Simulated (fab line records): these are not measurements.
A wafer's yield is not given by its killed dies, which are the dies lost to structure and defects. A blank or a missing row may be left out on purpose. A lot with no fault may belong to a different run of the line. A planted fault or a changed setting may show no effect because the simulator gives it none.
fab line records	flow n5_finfet
record lots=24	wafers=72	last_day=17
route steps=1938 shown BEOL_M2@916 BEOL_M3@974 BEOL_M4@1034
lots with no fault: from the same line, run without faults
start_h: hours from the record's opening day to when the first of the lot's shown wafers began	wait_h: hours from the lot's prior step to this one	" the same as in the row above	L1.1+2: one row covering several wafers at once	- no value, or no start given	* or withheld: withheld	< > ~ a bound
route shown NAME@n: NAME is a module with steps in the file, n the number in the route of the first one	usual: mean/standard deviation taken from wafers without a fault	same: alike in all rows	chamber/n: place in a boat	sites: each site's reading	_std_site: standard deviation of those values	_edge_site: outer sites' mean less inner sites'	radius_mm: for every site, how far away it sits from the centre of the wafer	mask NAME#n: copy n	behind: the tool/chamber that last shaped the wafer	hold: the reason the lot was held/the length of the hold in hours/how it ended	device: the transistor (n, p or np) that didn't switch	end of line: tests run on the same wafers once the route is complete	a step given without rows: its recipe and nothing more	killed: count of dies lost to structure and defects at first sort (not the wafer's yield)	map: per-die view of a wafer (x killed, . not killed, _ where there is no die)
set.NAME: the setting that was run; set.NAME@STEP: the one run at that earlier step	model.NAME: the simulator's own value behind a step, which no gauge read
route steps across a sampled set of lots; one table per step, one row per wafer
services: the hour from which a tool's chamber was out of use, counted from the record's first day as start_h (under 0 if before that day), plus the number of hours and why
## steps
# step N5_BEOL_M2_SPUTTER_92
# recipe material=Cu	target_thk_a=45	temp_c=-20	chamber_pressure_pa=0.07	power_w=withheld	time_s=8.29
# usual throttle_valve_pct=30.4/0.85
lot.wafer	tool	chamber	start_h	wait_h	throttle_valve_pct
L074.2	pvd_sputter-02	-	141.26	0.1	31.5
L074.3	"	-	"	"	29.6
L074.5	"	-	"	"	30.6
L075.1	pvd_sputter-02	-	153.74	0.1	29.6
L075.3	"	-	"	"	31.5
L075.5	"	-	"	"	31.6
L076.1	pvd_sputter-03	-	153.95	0.1	29.8
L076.4	"	-	"	"	29.8
L076.6	"	-	"	"	29.6
L077.2	pvd_sputter-01	-	154.07	0.1	31.4
L077.5	"	-	"	"	30.6
L077.6	"	-	"	"	31.2
L078.1	pvd_sputter-02	-	155.66	0.1	30.1
L078.2	"	-	"	"	31.6
L078.4	"	-	"	"	29.8
L079.1	pvd_sputter-02	-	163.38	0.1	29.4
L079.2	"	-	"	"	29.9
L079.5	"	-	"	"	29.5
L081.2	pvd_sputter-01	-	176.13	0.1	30.3
L081.4	"	-	"	"	30.1
L081.5	"	-	"	"	30.0
L080.2	pvd_sputter-02	-	178.26	0.1	29.7
L080.3	"	-	"	"	31.7
L080.4	"	-	"	"	30.4
L082.1	pvd_sputter-01	-	185.83	0.1	31.9
L082.3	"	-	"	"	30.5
L082.6	"	-	"	"	30.2
L083.1	pvd_sputter-02	-	200.35	0.1	29.4
L083.2	"	-	"	"	30.0
L083.3	"	-	"	"	30.7
L084.2	pvd_sputter-03	-	200.65	0.1	31.3
L084.5	"	-	"	"	29.7
L084.6	"	-	"	"	31.3
L085.1	pvd_sputter-03	-	203.41	0.1	29.5
L085.4	"	-	"	"	29.7
L085.5	"	-	"	"	29.6
L086.2	pvd_sputter-03	-	214.71	0.1	31.3
L086.4	"	-	"	"	29.8
L086.6	"	-	"	"	29.6
L087.1	pvd_sputter-02	-	226.20	0.1	29.6
L087.3	"	-	"	"	31.5
L087.5	"	-	"	"	30.7
L088.1	pvd_sputter-03	-	228.84	0.1	29.7
L088.2	"	-	"	"	29.2
L088.4	"	-	"	"	31.6
L089.2	pvd_sputter-02	-	231.93	0.1	31.0
L089.3	"	-	"	"	31.4
L089.5	"	-	"	"	29.9
L090.2	pvd_sputter-01	-	236.90	0.1	30.3
L090.3	"	-	"	"	30.1
L090.4	"	-	"	"	31.3
L091.3	pvd_sputter-01	-	245.99	0.1	31.3
L091.4	"	-	"	"	30.3
L091.6	"	-	"	"	31.9
L092.1	pvd_sputter-03	-	247.00	0.1	29.7
L092.2	"	-	"	"	31.2
L092.5	"	-	"	"	29.8
L093.4	pvd_sputter-01	-	249.47	0.1	30.2
L093.5	"	-	"	"	32.1
L093.6	"	-	"	"	30.6
L094.2	pvd_sputter-03	-	258.84	0.1	29.5
L094.3	"	-	"	"	29.6
L094.4	"	-	"	"	29.8
L095.1	pvd_sputter-02	-	261.85	0.1	29.4
L095.4	"	-	"	"	29.7
L095.5	"	-	"	"	29.6
L096.1	pvd_sputter-03	-	272.22	0.1	31.0
L096.2	"	-	"	"	29.7
L096.6	"	-	"	"	29.6
L097.1	pvd_sputter-03	-	275.78	0.1	31.3
L097.3	"	-	"	"	29.7
L097.5	"	-	"	"	29.7
# step N5_BEOL_M3_ETCH_70
# recipe chemistry=N2/H2	target=SOC	target_depth_a=800	overetch_a=160	mask_material=SiARC	temp_c=40	time_s=120	ion_energy_ev=200	pressure_mtorr=30	source_w=840	bias_w=150	n2_flow_sccm=200	h2_flow_sccm=200
# usual drypump_motor_current_A=5.9/0.38	oes_product_au=0.58/0.05	rf_vpp_V=523.9/2.2	showerhead_plenum_p_Torr=2.54/0.08	throttle_valve_pct=17.85/0.23
lot.wafer	tool	chamber	start_h	wait_h	drypump_motor_current_A	oes_product_au	rf_hours_counter_h	rf_vpp_V	showerhead_plenum_p_Torr	throttle_valve_pct
L074.2	rie_diel-05	0	144.95	0.0	6.1	0.64	54	526.4	2.57	17.90
L074.3	"	2	"	"	5.3	0.55	177	526.7	2.65	17.73
L074.5	"	2	"	"	5.3	0.56	-	526.4	2.65	17.74
L076.1	rie_diel-02	0	160.48	0.0	5.8	0.57	200	523.9	2.52	17.99
L076.4	"	1	"	"	6.0	0.60	-	522.7	2.46	18.15
L076.6	"	0	"	"	5.8	0.56	-	523.9	2.52	17.99
L075.1	rie_diel-05	0	163.29	0.0	6.1	0.63	60	524.1	2.57	17.88
L075.3	"	1	"	"	6.3	0.53	220	525.1	2.63	17.83
L075.5	"	1	"	"	6.3	0.54	-	526.8	2.63	17.83
L077.2	rie_diel-05	0	166.87	0.0	6.0	0.64	61	524.8	2.57	17.88
L077.5	"	0	"	"	6.0	0.64	-	525.6	2.57	17.88
L077.6	"	3	"	"	6.2	0.61	-	520.0	2.44	17.54
L078.1	rie_diel-02	1	167.38	0.0	6.0	0.59	109	521.8	2.46	18.19
L078.2	"	0	"	"	5.8	0.57	203	523.2	2.51	18.00
L078.4	"	3	"	"	5.8	0.55	220	524.0	2.51	17.73
L079.1	rie_diel-02	3	170.23	0.0	5.9	0.55	220	524.4	2.51	17.72
L079.2	"	2	"	"	6.3	0.56	167	527.3	2.64	17.93
L079.5	"	2	"	"	6.3	0.56	-	526.3	2.64	17.93
L081.2	rie_diel-05	1	180.84	0.0	6.3	0.53	226	524.8	2.62	17.84
L081.4	"	2	"	"	5.3	0.56	-	525.9	2.65	17.77
L081.5	"	3	"	"	6.1	0.60	-	521.9	2.44	17.54
L080.2	rie_diel-02	0	185.64	0.0	5.8	0.56	209	523.6	2.51	18.01
L080.3	"	3	"	"	5.9	0.55	225	521.9	2.51	17.73
L080.4	"	2	"	"	6.3	0.56	172	526.6	2.64	17.93
L082.1	rie_diel-04	1	193.67	0.0	5.2	0.67	43	524.9	2.59	17.78
L082.3	"	2	"	"	6.2	0.56	163	523.7	2.53	17.94
L082.6	"	0	"	"	5.2	0.54	-	520.5	2.42	17.89
L083.1	rie_diel-02	1	204.37	0.0	6.0	0.58	121	520.6	2.45	18.18
L083.2	"	3	"	"	5.8	0.54	230	520.9	2.51	17.76
L083.3	"	2	"	"	6.3	0.56	177	527.1	2.63	17.95
L084.2	rie_diel-02	3	211.72	0.0	5.9	0.54	232	523.1	2.51	17.75
L084.5	"	3	"	"	5.8	0.54	-	523.7	2.51	17.75
L084.6	"	0	"	"	5.8	0.55	-	525.1	2.51	18.02
L085.1	rie_diel-04	2	211.91	0.0	6.2	0.56	169	524.4	2.53	17.98
L085.4	"	0	"	"	5.2	0.54	204	520.2	2.42	17.91
L085.5	"	3	"	"	5.3	0.78	-	522.0	2.49	17.09
L086.2	rie_diel-05	1	218.97	0.0	6.3	0.52	236	526.1	2.62	17.86
L086.4	"	0	"	"	6.1	0.62	77	523.9	2.56	17.90
L086.6	"	0	"	"	6.1	0.62	-	526.3	2.56	17.90
L087.1	rie_diel-04	3	234.39	0.0	5.3	0.73	7	522.8	2.49	17.11
L087.3	"	2	"	"	6.2	0.55	176	523.2	2.52	17.96
L087.5	"	2	"	"	6.2	0.55	-	524.4	2.52	17.98
L088.1	rie_diel-05	3	239.12	0.0	6.1	0.59	116	521.9	2.43	17.58
L088.2	"	1	"	"	6.3	0.52	242	525.5	2.62	17.89
L088.4	"	2	"	"	5.3	0.55	204	526.0	2.64	17.79
L089.2	rie_diel-04	3	242.23	0.0	5.3	0.73	9	522.6	2.49	17.09
L089.3	"	0	"	"	5.2	0.54	213	520.0	2.42	17.91
L089.5	"	0	"	"	5.2	0.55	-	519.3	2.42	17.93
L090.2	rie_diel-05	1	242.46	0.0	6.3	0.52	243	525.0	2.62	17.88
L090.3	"	2	"	"	5.3	0.55	205	526.3	2.64	17.78
L090.4	"	0	"	"	6.1	0.63	85	523.8	2.56	17.93
L091.3	rie_diel-05	3	249.82	0.0	6.1	0.59	120	520.5	2.43	17.57
L091.4	"	2	"	"	5.3	0.54	207	527.7	2.64	17.78
L091.6	"	2	"	"	5.3	0.54	-	524.5	2.64	17.79
L092.1	rie_diel-05	3	252.41	0.0	6.1	0.59	121	522.4	2.43	17.58
L092.2	"	2	"	"	5.3	0.54	207	525.2	2.64	17.80
L092.5	"	1	"	"	6.3	0.52	-	525.6	2.62	17.88
L093.4	rie_diel-02	3	254.99	0.0	5.9	0.54	245	522.9	2.50	17.77
L093.5	"	1	"	"	6.0	0.57	-	522.0	2.45	18.23
L093.6	"	2	"	"	6.2	0.55	-	525.1	2.63	17.95
L094.2	rie_diel-02	1	272.90	0.0	6.1	0.58	141	521.0	2.44	18.23
L094.3	"	0	"	"	5.8	0.55	235	522.5	2.50	18.05
L094.4	"	2	"	"	6.3	0.53	-	526.6	2.63	17.98
L095.1	rie_diel-05	3	277.97	0.0	6.1	0.58	127	521.3	2.43	17.59
L095.4	"	2	"	"	5.3	0.53	-	525.6	2.64	17.80
L095.5	"	3	"	"	6.1	0.58	-	521.6	2.43	17.61
L096.1	rie_diel-05	2	283.23	0.0	5.3	0.54	219	526.6	2.64	17.82
L096.2	"	3	"	"	6.1	0.59	130	521.2	2.43	17.59
L096.6	"	2	"	"	5.3	0.54	-	525.2	2.63	17.81
L097.1	rie_diel-02	2	285.11	0.0	6.2	0.54	204	525.4	2.62	18.00
L097.3	"	1	"	"	6.0	0.57	-	521.1	2.44	18.25
L097.5	"	2	"	"	6.3	0.54	-	526.3	2.62	17.99
# step N5_BEOL_M3_ANNEAL_49
# recipe temp_c=400	time_s=240	ambient=vacuum
# usual heater_power_w=886/130
lot.wafer	tool	chamber	start_h	wait_h	heater_power_w
L074.2	pvd_sputter-01	-	146.67	0.0	1099
L074.3	"	-	"	"	648
L074.5	"	-	"	"	842
L076.1	pvd_sputter-03	-	163.49	0.0	899
L076.4	"	-	"	"	774
L076.6	"	-	"	"	808
L075.1	pvd_sputter-03	-	165.33	0.0	814
L075.3	"	-	"	"	1009
L075.5	"	-	"	"	1022
L077.2	pvd_sputter-03	-	168.89	0.0	1014
L077.5	"	-	"	"	1008
L077.6	"	-	"	"	803
L078.1	pvd_sputter-01	-	170.43	0.0	1091
L078.2	"	-	"	"	813
L078.4	"	-	"	"	650
L079.1	pvd_sputter-03	-	172.11	0.0	776
L079.2	"	-	"	"	988
L079.5	"	-	"	"	1006
L081.2	pvd_sputter-01	-	182.67	0.0	650
L081.4	"	-	"	"	800
L081.5	"	-	"	"	1103
L080.2	pvd_sputter-02	-	187.16	0.0	999
L080.3	"	-	"	"	798
L080.4	"	-	"	"	816
L082.1	pvd_sputter-02	-	197.03	0.0	1006
L082.3	"	-	"	"	808
L082.6	"	-	"	"	1025
L083.1	pvd_sputter-02	-	206.10	0.0	1036
L083.2	"	-	"	"	831
L083.3	"	-	"	"	808
L084.2	pvd_sputter-02	-	213.25	0.0	993
L084.5	"	-	"	"	1042
L084.6	"	-	"	"	1019
L085.1	pvd_sputter-01	-	213.50	0.0	827
L085.4	"	-	"	"	810
L085.5	"	-	"	"	845
L086.2	pvd_sputter-01	-	220.65	0.0	1094
L086.4	"	-	"	"	656
L086.6	"	-	"	"	820
L087.1	pvd_sputter-01	-	237.50	0.0	640
L087.3	"	-	"	"	822
L087.5	"	-	"	"	1091
L088.1	pvd_sputter-01	-	241.18	0.0	844
L088.2	"	-	"	"	652
L088.4	"	-	"	"	1089
L089.2	pvd_sputter-03	-	243.68	0.0	816
L089.3	"	-	"	"	915
L089.5	"	-	"	"	883
L090.2	pvd_sputter-02	-	244.64	0.0	1022
L090.3	"	-	"	"	1009
L090.4	"	-	"	"	797
L091.3	pvd_sputter-01	-	251.04	0.0	1076
L091.4	"	-	"	"	662
L091.6	"	-	"	"	667
L092.1	pvd_sputter-03	-	253.74	0.0	999
L092.2	"	-	"	"	878
L092.5	"	-	"	"	810
L093.4	pvd_sputter-02	-	256.77	0.0	834
L093.5	"	-	"	"	824
L093.6	"	-	"	"	810
L094.2	pvd_sputter-01	-	275.62	0.0	845
L094.3	"	-	"	"	816
L094.4	"	-	"	"	1123
L095.1	pvd_sputter-01	-	281.37	0.0	1097
L095.4	"	-	"	"	837
L095.5	"	-	"	"	1090
L096.1	pvd_sputter-01	-	284.54	0.0	827
L096.2	"	-	"	"	816
L096.6	"	-	"	"	1099
L097.1	pvd_sputter-01	-	286.66	0.0	1085
L097.3	"	-	"	"	840
L097.5	"	-	"	"	648
# step N5_BEOL_M3_SPUTTER_88
# recipe material=Cu	target_thk_a=45	temp_c=-20	chamber_pressure_pa=0.07	power_w=withheld	time_s=8.29
# usual throttle_valve_pct=30.6/0.82
lot.wafer	tool	chamber	start_h	wait_h	throttle_valve_pct
L074.2	pvd_sputter-01	-	147.47	0.1	31.3
L074.3	"	-	"	"	30.2
L074.5	"	-	"	"	30.6
L076.1	pvd_sputter-03	-	164.29	0.1	29.7
L076.4	"	-	"	"	29.6
L076.6	"	-	"	"	31.2
L075.1	pvd_sputter-03	-	166.13	0.1	31.3
L075.3	"	-	"	"	29.4
L075.5	"	-	"	"	29.5
L077.2	pvd_sputter-03	-	169.69	0.1	29.6
L077.5	"	-	"	"	29.6
L077.6	"	-	"	"	31.5
L078.1	pvd_sputter-01	-	171.23	0.1	30.9
L078.2	"	-	"	"	32.0
L078.4	"	-	"	"	30.1
L079.1	pvd_sputter-03	-	172.91	0.1	29.8
L079.2	"	-	"	"	29.5
L079.5	"	-	"	"	29.5
L081.2	pvd_sputter-01	-	183.47	0.1	30.1
L081.4	"	-	"	"	31.8
L081.5	"	-	"	"	31.4
L080.2	pvd_sputter-02	-	187.96	0.1	29.8
L080.3	"	-	"	"	31.4
L080.4	"	-	"	"	29.8
L082.1	pvd_sputter-02	-	197.83	0.1	30.4
L082.3	"	-	"	"	29.2
L082.6	"	-	"	"	29.8
L083.1	pvd_sputter-02	-	206.90	0.1	30.8
L083.2	"	-	"	"	31.7
L083.3	"	-	"	"	29.6
L084.2	pvd_sputter-02	-	214.05	0.1	29.6
L084.5	"	-	"	"	30.6
L084.6	"	-	"	"	29.5
L085.1	pvd_sputter-01	-	214.30	0.1	30.4
L085.4	"	-	"	"	32.2
L085.5	"	-	"	"	30.4
L086.2	pvd_sputter-01	-	221.45	0.1	31.4
L086.4	"	-	"	"	30.0
L086.6	"	-	"	"	32.0
L087.1	pvd_sputter-01	-	238.30	0.1	30.1
L087.3	"	-	"	"	31.8
L087.5	"	-	"	"	31.5
L088.1	pvd_sputter-01	-	241.98	0.1	30.7
L088.2	"	-	"	"	30.3
L088.4	"	-	"	"	31.3
L089.2	pvd_sputter-03	-	244.48	0.1	31.3
L089.3	"	-	"	"	29.5
L089.5	"	-	"	"	29.6
L090.2	pvd_sputter-02	-	245.44	0.1	29.6
L090.3	"	-	"	"	30.6
L090.4	"	-	"	"	29.4
L091.3	pvd_sputter-01	-	251.84	0.1	31.1
L091.4	"	-	"	"	30.3
L091.6	"	-	"	"	30.5
L092.1	pvd_sputter-03	-	254.54	0.1	29.4
L092.2	"	-	"	"	29.9
L092.5	"	-	"	"	31.5
L093.4	pvd_sputter-02	-	257.57	0.1	31.4
L093.5	"	-	"	"	31.5
L093.6	"	-	"	"	29.5
L094.2	pvd_sputter-01	-	276.42	0.1	30.4
L094.3	"	-	"	"	31.9
L094.4	"	-	"	"	31.4
L095.1	pvd_sputter-01	-	282.17	0.1	31.4
L095.4	"	-	"	"	30.3
L095.5	"	-	"	"	31.3
L096.1	pvd_sputter-01	-	285.34	0.1	30.5
L096.2	"	-	"	"	32.0
L096.6	"	-	"	"	31.4
L097.1	pvd_sputter-01	-	287.46	0.1	31.2
L097.3	"	-	"	"	30.2
L097.5	"	-	"	"	30.2
# step N5_BEOL_M3_THK_MEAS_53
# recipe thk_meas_gauge=xrf	reads=Cu_of_BEOL_M3_ECD_50
# usual M3_THK=40.8/1.3
lot.wafer	tool	chamber	start_h	wait_h	M3_THK[nm]
L074.2	film_metro-02	-	149.14	-	41.5
L074.3	"	-	"	"	40.3
L074.5	"	-	"	"	41.9
L076.1	film_metro-01	-	166.15	-	41.0
L076.4	"	-	"	"	42.3
L076.6	"	-	"	"	42.1
L075.1	film_metro-02	-	167.80	-	40.4
L075.3	"	-	"	"	40.7
L075.5	"	-	"	"	41.8
L077.2	film_metro-01	-	171.37	-	38.9
L077.5	"	-	"	"	40.0
L077.6	"	-	"	"	43.5
L078.1	film_metro-02	-	172.92	-	41.5
L078.2	"	-	"	"	38.8
L078.4	"	-	"	"	38.5
L079.1	film_metro-02	-	174.58	-	38.5
L079.2	"	-	"	"	41.8
L079.5	"	-	"	"	40.9
L081.2	film_metro-01	-	185.14	-	40.6
L081.4	"	-	"	"	41.9
L081.5	"	-	"	"	41.1
L080.2	film_metro-01	-	189.63	-	41.0
L080.3	"	-	"	"	41.4
L080.4	"	-	"	"	42.5
L082.1	film_metro-01	-	199.50	-	39.1
L082.3	"	-	"	"	40.2
L082.6	"	-	"	"	42.6
L083.1	film_metro-02	-	213.12	-	41.0
L083.2	"	-	"	"	41.8
L083.3	"	-	"	"	40.3
L084.2	film_metro-01	-	215.72	-	39.9
L084.5	"	-	"	"	40.9
L084.6	"	-	"	"	40.7
L085.1	film_metro-01	-	215.99	-	41.4
L085.4	"	-	"	"	41.7
L085.5	"	-	"	"	43.3
L086.2	film_metro-01	-	223.12	-	39.9
L086.4	"	-	"	"	40.6
L086.6	"	-	"	"	40.8
L087.1	film_metro-02	-	239.98	-	40.7
L087.3	"	-	"	"	41.0
L087.5	"	-	"	"	42.5
L088.1	film_metro-02	-	243.72	-	40.3
L088.2	"	-	"	"	42.4
L088.4	"	-	"	"	41.7
L089.2	film_metro-01	-	246.17	-	39.1
L089.3	"	-	"	"	42.4
L089.5	"	-	"	"	41.6
L090.2	film_metro-02	-	247.12	-	39.0
L090.3	"	-	"	"	40.4
L090.4	"	-	"	"	41.4
L091.3	film_metro-01	-	253.51	-	41.2
L091.4	"	-	"	"	41.5
L091.6	"	-	"	"	42.6
L092.1	film_metro-02	-	256.21	-	40.4
L092.2	"	-	"	"	39.8
L092.5	"	-	"	"	40.6
L093.4	film_metro-01	-	259.24	-	41.4
L093.5	"	-	"	"	39.6
L093.6	"	-	"	"	40.5
L094.2	film_metro-01	-	278.10	-	38.1
L094.3	"	-	"	"	39.1
L094.4	"	-	"	"	38.8
L095.1	film_metro-02	-	283.83	-	40.6
L095.4	"	-	"	"	42.3
L095.5	"	-	"	"	43.1
L096.1	film_metro-01	-	287.00	-	39.1
L096.2	"	-	"	"	39.6
L096.6	"	-	"	"	40.9
L097.1	film_metro-02	-	289.12	-	38.7
L097.3	"	-	"	"	40.0
L097.5	"	-	"	"	40.5
# step N5_BEOL_M4_CD_MEAS_11
# recipe target_cd_nm=16.79	landing_energy_ev=500	detector=se_inlens	polarity=opening
# usual cd_nm=16.80/0.26
lot.wafer	tool	chamber	start_h	wait_h	cd_nm
L074.2	cd_sem-01	0	151.86	-	16.61
L074.3	"	0	"	"	16.48
L074.5	"	0	"	"	16.88
L076.1	cd_sem-02	0	167.87	-	16.64
L076.4	"	0	"	"	16.37
L076.6	"	0	"	"	17.03
L075.1	cd_sem-01	0	169.04	-	16.66
L075.3	"	0	"	"	16.85
L075.5	"	0	"	"	17.01
L077.2	cd_sem-03	0	174.47	-	16.57
L077.5	"	0	"	"	16.78
L077.6	"	0	"	"	17.14
L078.1	cd_sem-01	0	174.89	-	17.07
L078.2	"	0	"	"	16.77
L078.4	"	0	"	"	17.07
L079.1	cd_sem-01	0	176.10	-	17.38
L079.2	"	0	"	"	16.87
L079.5	"	0	"	"	16.70
L081.2	cd_sem-03	0	186.91	-	16.77
L081.4	"	0	"	"	17.00
L081.5	"	0	"	"	17.32
L080.2	cd_sem-01	0	192.15	-	17.01
L080.3	"	0	"	"	16.80
L080.4	"	0	"	"	17.20
L082.1	cd_sem-03	0	201.64	-	17.06
L082.3	"	0	"	"	17.10
L082.6	"	0	"	"	17.00
L083.1	cd_sem-02	0	216.07	-	16.71
L083.2	"	0	"	"	16.83
L083.3	"	0	"	"	16.82
L084.2	cd_sem-01	0	217.35	-	16.67
L084.5	"	0	"	"	16.86
L084.6	"	0	"	"	16.77
L085.1	cd_sem-03	0	217.68	-	16.14
L085.4	"	0	"	"	17.24
L085.5	"	0	"	"	16.97
L086.2	cd_sem-02	0	224.64	-	16.78
L086.4	"	0	"	"	16.50
L086.6	"	0	"	"	16.30
L087.1	cd_sem-01	0	243.26	-	16.60
L087.3	"	0	"	"	16.73
L087.5	"	0	"	"	16.97
L088.1	cd_sem-01	0	245.88	-	16.70
L088.2	"	0	"	"	16.57
L088.4	"	0	"	"	16.84
L089.2	cd_sem-02	0	247.56	-	16.79
L089.3	"	0	"	"	16.67
L089.5	"	0	"	"	16.18
L090.2	cd_sem-01	0	248.39	-	16.83
L090.3	"	0	"	"	16.59
L090.4	"	0	"	"	16.68
L091.3	cd_sem-02	0	255.17	-	16.74
L091.4	"	0	"	"	16.62
L091.6	"	0	"	"	17.08
L092.1	cd_sem-02	0	259.90	-	16.79
L092.2	"	0	"	"	16.83
L092.5	"	0	"	"	16.63
L093.4	cd_sem-03	0	260.62	-	16.60
L093.5	"	0	"	"	16.52
L093.6	"	0	"	"	16.82
L094.2	cd_sem-01	0	279.39	-	16.91
L094.3	"	0	"	"	17.24
L094.4	"	0	"	"	17.14
L095.1	cd_sem-01	0	284.78	-	16.57
L095.4	"	0	"	"	16.89
L095.5	"	0	"	"	16.68
L096.1	cd_sem-03	0	289.76	-	16.62
L096.2	"	0	"	"	16.48
L096.6	"	0	"	"	17.00
L097.1	cd_sem-01	0	290.47	-	16.82
L097.3	"	0	"	"	16.86
L097.5	"	0	"	"	17.10
## services
tool	chamber	start_h	hours	kind
pvd_sputter-03	-	121.68	0.6	repair
pvd_sputter-02	-	124.42	3.5	repair
rie_diel-05	1	139.32	17.3	repair
rie_diel-02	3	143.02	4.5	repair
rie_diel-04	0	150.47	3.8	repair
rie_diel-02	3	155.23	9.1	repair
rie_diel-04	2	180.80	8.5	repair
rie_diel-04	3	189.27	-	clean
rie_diel-04	3	189.27	-	consumable_replace:focus_ring
rie_diel-04	3	189.27	22.4	scheduled_down
rie_diel-04	3	189.27	22.4	vent_cycle
rie_diel-04	1	229.69	7.4	repair
rie_diel-05	3	265.18	6.2	repair
rie_diel-02	3	267.81	-	clean
rie_diel-02	3	267.81	-	consumable_replace:focus_ring
rie_diel-02	3	267.81	36.6	scheduled_down
rie_diel-02	3	267.81	36.6	vent_cycle
rie_diel-05	1	271.34	-	clean
rie_diel-05	1	271.34	-	consumable_replace:focus_ring
rie_diel-05	1	271.34	21.2	scheduled_down
rie_diel-05	1	271.34	21.2	vent_cycle
rie_diel-04	-	273.42	14.6	pm
pvd_sputter-03	-	278.15	5.5	repair
rie_diel-02	0	279.54	8.0	repair
## key
fault none
